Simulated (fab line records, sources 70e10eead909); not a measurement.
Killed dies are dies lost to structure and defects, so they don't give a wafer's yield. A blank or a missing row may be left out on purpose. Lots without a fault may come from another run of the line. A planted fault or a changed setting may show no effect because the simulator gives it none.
Which tool did it? | flow nand_harc | 11 lots, 33 wafers sampled, at 6 steps of a route of 1302

WHAT THE GAUGES READ, wafer by wafer
NHARC_P_CONTACT_INSPECT_27. Usual: raw_defect_count 292, standard deviation 110.
lot  | measured     | on                | raw_defect_count | flag
L744 | day 6 12:00  | defect_inspect-02 | 221 209 246      |
L746 | day 7 11:08  | defect_inspect-02 | 349 293 194      |
L747 | day 7 18:44  | defect_inspect-02 | 330 184 258      |
L748 | day 8 00:01  | defect_inspect-02 | 342 186 523      |
L749 | day 8 15:53  | defect_inspect-01 | 160 169 222      |
L753 | day 10 07:00 | defect_inspect-01 | 228 176 268      |
L756 | day 12 02:53 | defect_inspect-02 | 293 390 220      |
L760 | day 13 03:18 | defect_inspect-01 | 170 201 130      |
L762 | day 13 18:04 | defect_inspect-01 | 234 239 317      |
L763 | day 14 08:43 | defect_inspect-02 | 345 666 620      |
L765 | day 14 23:11 | defect_inspect-02 | 162 276 375      |

NHARC_P_M0_CD_MEAS_09: target cd 90 nm. Usual: cd_nm 90.1 nm, standard deviation 0.77.
lot  | measured     | on        | cd_nm (nm)        | flag
L744 | day 6 12:47  | cd_sem-03 | 90.4 90.3 91.2    |
L746 | day 7 11:55  | cd_sem-02 | 90.3 90.4 90.5    |
L747 | day 7 19:38  | cd_sem-01 | 91.0 90.0 90.9    |
L748 | day 8 00:48  | cd_sem-03 | 91.1 90.9 90.7    |
L749 | day 8 16:48  | cd_sem-01 | 90.2 91.2 90.6    |
L753 | day 10 07:54 | cd_sem-02 | 90.1 89.8 90.6    |
L756 | day 12 03:47 | cd_sem-03 | 113.1 113.7 113.9 | OFF
L760 | day 13 04:12 | cd_sem-02 | 109.7 109.4 108.6 | OFF
L762 | day 13 18:58 | cd_sem-01 | 90.1 89.7 89.4    |
L763 | day 14 09:29 | cd_sem-01 | 89.7 89.5 90.0    |
L765 | day 15 00:05 | cd_sem-02 | 88.5 89.0 90.0    |

NHARC_END_SORT_01. Usual: defect_limited_yield 91.1 %, standard deviation 2.9; killed_at_array 55, standard deviation 20; killed_at_other 0.7, standard deviation 0.96; killed_at_periphery 4.1, standard deviation 2.4; killed_dies 60, standard deviation 20; killed_open 3.3, standard deviation 1.9; killed_short 2.8, standard deviation 1.6.
lot  | measured     | on        | defect_limited_yield (%) | killed_at_array | killed_at_other | killed_at_periphery | killed_dies | killed_open | killed_short | flag
L756 | day 30 01:54 | prober-01 | 92.5 91.7 92.3           | 43 50 49        | 4 1 0           | 4 5 3               | 51 56 52    | 4 1 4       | 1 2 3        |
L760 | day 31 21:07 | prober-01 | 89.5 90.3 86.0           | 64 64 87        | 0 0 0           | 7 2 8               | 71 66 95    | 2 3 7       | 2 0 6        |
L762 | day 32 01:04 | prober-02 | 95.1 96.6 93.5           | 31 20 35        | 0 0 1           | 2 3 8               | 33 23 44    | 3 3 7       | 1 2 4        |

WHICH TOOL RAN EACH LOT (tool, then ch and the chambers of the sampled wafers, then the start)
lot  | NHARC_P_CONTACT_ETCH_35            | NHARC_P_CONTACT_STRIP_28           | NHARC_P_M0_EXPOSE_06
L744 | rie_diel-08 ch 0,1,2, day 6 09:01  | rie_diel-05 ch 0,1,2, day 6 09:53  | arfi_scanner-01 ch 0, day 6 12:38
L746 | rie_diel-05 ch 1,3, day 7 07:53    | rie_diel-05 ch 0,1,2, day 7 08:59  | arfi_scanner-01 ch 0, day 7 11:46
L747 | rie_diel-08 ch 1,3, day 7 15:45    | rie_diel-05 ch 1,2,3, day 7 16:38  | arfi_scanner-02 ch 0, day 7 19:30
L748 | rie_diel-05 ch 1,2,3, day 7 21:01  | rie_diel-10 ch 0,1,3, day 7 21:52  | arfi_scanner-02 ch 0, day 8 00:40
L749 | rie_diel-10 ch 0,3, day 8 12:53    | rie_diel-10 ch 0,3, day 8 13:47    | arfi_scanner-01 ch 0, day 8 16:40
L753 | rie_diel-08 ch 0,1,3, day 10 04:01 | rie_diel-05 ch 1,2, day 10 04:52   | arfi_scanner-03 ch 0, day 10 07:46
L756 | rie_diel-10 ch 0,1,3, day 11 23:53 | rie_diel-08 ch 0,3, day 12 00:46   | arfi_scanner-02 ch 0, day 12 03:39
L760 | rie_diel-10 ch 0,1,3, day 13 00:19 | rie_diel-08 ch 1,2,3, day 13 01:11 | arfi_scanner-02 ch 0, day 13 04:04
L762 | rie_diel-10 ch 0,1,2, day 13 15:04 | rie_diel-05 ch 0,1, day 13 15:55   | arfi_scanner-01 ch 0, day 13 18:49
L763 | rie_diel-10 ch 1,2,3, day 14 05:34 | rie_diel-05 ch 0,2,3, day 14 06:33 | arfi_scanner-01 ch 0, day 14 09:21
L765 | rie_diel-10 ch 1,2,3, day 14 19:55 | rie_diel-08 ch 1,2,3, day 14 20:47 | arfi_scanner-03 ch 0, day 14 23:57
- NHARC_P_CONTACT_ETCH_35: etches the open film in CF4, target depth 39 nm, time 65 s.
- NHARC_P_CONTACT_STRIP_28: strips in O2.
- NHARC_P_M0_EXPOSE_06: exposes mask P M0, target cd 90 nm.

WHAT THE TOOLS THEMSELVES READ (means of the sampled wafers that have a number; where no wafer has one, the mark that the record gives instead)
NHARC_P_CONTACT_ETCH_35. Usual: bias_w 100.03 W, standard deviation 0.29; chamber_pressure_mTorr 50.00 mTorr, standard deviation 0.045; drypump_motor_current_A 5.85 A, standard deviation 0.29; oes_product_au 0.997 a.u., standard deviation 0.011; rf_fwd_power_W 297.2 W, standard deviation 1.1; rf_vpp_V 151.4 V, standard deviation 1.3; showerhead_plenum_p_Torr 1.77 Torr, standard deviation 0.072; throttle_valve_pct 13.283 %, standard deviation 0.0083.
lot  | tool        | bias_w (W) | chamber_pressure_mTorr (mTorr) | drypump_motor_current_A (A) | oes_product_au (a.u.) | rf_fwd_power_W (W) | rf_vpp_V (V) | showerhead_plenum_p_Torr (Torr) | throttle_valve_pct (%) | flag
L744 | rie_diel-08 | 100.26     | 49.97                          | 5.81                        | 0.988                 | 296.9              | 151.7        | 1.77                            | 13.276                 |
L746 | rie_diel-05 | 100.24     | 50.00                          | 5.73                        | 0.996                 | 297.4              | 151.6        | 1.74                            | 13.288                 |
L747 | rie_diel-08 | 100.15     | 49.96                          | 6.13                        | 0.996                 | 296.4              | 152.2        | 1.76                            | 13.288                 |
L748 | rie_diel-05 | 100.19     | 49.97                          | 5.91                        | 0.997                 | 296.9              | 151.4        | 1.75                            | 13.290                 |
L749 | rie_diel-10 | 99.97      | 49.98                          | 5.91                        | 0.997                 | 297.7              | 151.5        | 1.77                            | 13.281                 |
L753 | rie_diel-08 | 100.14     | 50.03                          | 6.18                        | 0.993                 | 295.4              | 151.9        | 1.78                            | 13.282                 |
L756 | rie_diel-10 | 100.02     | 50.00                          | 5.87                        | 0.992                 | 297.1              | 152.6        | 1.83                            | 13.275                 |
L760 | rie_diel-10 | 99.88      | 49.95                          | 5.87                        | 0.992                 | 297.4              | 152.4        | 1.83                            | 13.281                 |
L762 | rie_diel-10 | 100.39     | 49.99                          | 5.81                        | 1.005                 | 297.9              | 152.7        | 1.82                            | 13.278                 |
L763 | rie_diel-10 | 100.11     | 49.99                          | 5.91                        | 1.003                 | 297.7              | 151.9        | 1.78                            | 13.286                 |
L765 | rie_diel-10 | 99.99      | 49.99                          | 5.90                        | 1.010                 | 298.4              | 151.3        | 1.78                            | 13.281                 |

NHARC_P_CONTACT_STRIP_28. Usual: chamber_pressure_mTorr 60.00 mTorr, standard deviation 0.056; drypump_motor_current_A 5.8 A, standard deviation 0.35; oes_product_au 0.996 a.u., standard deviation 0.01; rf_vpp_V 57.7 V, standard deviation 0.88; showerhead_plenum_p_Torr 3.51 Torr, standard deviation 0.13; throttle_valve_pct 17.037 %, standard deviation 0.0086.
lot  | tool        | chamber_pressure_mTorr (mTorr) | drypump_motor_current_A (A) | oes_product_au (a.u.) | rf_vpp_V (V) | showerhead_plenum_p_Torr (Torr) | throttle_valve_pct (%) | flag
L744 | rie_diel-05 | 59.95                          | 5.7                         | 0.991                 | 56.8         | 3.48                            | 17.034                 |
L746 | rie_diel-05 | 60.01                          | 5.7                         | 0.988                 | 57.3         | 3.48                            | 17.035                 |
L747 | rie_diel-05 | 60.01                          | 5.9                         | 0.992                 | 57.6         | 3.50                            | 17.041                 |
L748 | rie_diel-10 | 60.06                          | 5.9                         | 1.009                 | 58.8         | 3.64                            | 17.035                 |
L749 | rie_diel-10 | 60.02                          | 5.9                         | 0.996                 | 57.4         | 3.61                            | 17.039                 |
L753 | rie_diel-05 | 59.98                          | 5.8                         | 0.999                 | 57.5         | 3.54                            | 17.035                 |
L756 | rie_diel-08 | 59.97                          | 6.3                         | 1.003                 | 57.9         | 3.60                            | 17.040                 |
L760 | rie_diel-08 | 60.02                          | 5.8                         | 0.998                 | 58.0         | 3.54                            | 17.037                 |
L762 | rie_diel-05 | 60.04                          | 5.5                         | 0.999                 | 57.9         | 3.38                            | 17.032                 |
L763 | rie_diel-05 | 59.98                          | 5.9                         | 0.996                 | 57.2         | 3.42                            | 17.038                 |
L765 | rie_diel-08 | 60.01                          | 5.8                         | 0.995                 | 57.8         | 3.54                            | 17.041                 |

NHARC_P_M0_EXPOSE_06. Usual: exposure_dose_mJ_cm2 81.28, standard deviation 0.079.
lot  | tool            | exposure_dose_mJ_cm2 | flag
L744 | arfi_scanner-01 | 81.38                |
L746 | arfi_scanner-01 | 81.28                |
L747 | arfi_scanner-02 | 81.30                |
L748 | arfi_scanner-02 | 81.35                |
L749 | arfi_scanner-01 | 81.15                |
L753 | arfi_scanner-03 | 81.29                |
L756 | arfi_scanner-02 | 117.56               | OFF
L760 | arfi_scanner-02 | 110.34               | OFF
L762 | arfi_scanner-01 | 81.23                |
L763 | arfi_scanner-01 | 81.33                |
L765 | arfi_scanner-03 | 81.19                |

THE ANSWER, worked out from the rows above alone
Rule: a lot is off if the mean of its wafers that have a number lies more than 3 standard deviations from the usual mean. A lot without any number at a reading at which 4 lots or more have one is off too. The other lots that the step has rows for count as sound. The gauges are gone through in route order, then the tools' own readings, and for those a lot's mean is taken as printed above. The first step at which some lot is off is used, and at that step the reading that is off furthest; a lot without a number counts as furthest.
Off: L756, L760, at NHARC_P_M0_CD_MEAS_09 (cd_nm).
A tool fits if, at a process step before that reading, it ran every lot that is off, and no sound lot after the first of them. The gauges at NHARC_P_M0_CD_MEAS_09 aren't tried: what is off there is off at NHARC_P_M0_EXPOSE_06 too, on other tools, and a gauge's error can't cause that. One fits: arfi_scanner-02 at NHARC_P_M0_EXPOSE_06. Its last sound lot is L748 (day 8 00:40), its first lot that is off L756 (day 12 03:39): a fault that began between those two fits.
The tool's own readings at NHARC_P_M0_EXPOSE_06 bear it out: on the lots that are off they differ by more than 5 times the standard deviation of the sound lots' means. exposure_dose_mJ_cm2 reads 113.95 there against 81.28 on the sound lots.

WHAT THE SIMULATOR HAD PUT IN
Process parameter drift: arfi_scanner-02, from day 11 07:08 on, at NHARC_P_M0_EXPOSE_06. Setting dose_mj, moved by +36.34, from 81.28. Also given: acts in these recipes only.
Lots struck among those shown: L756, L760. The rule above found the same.
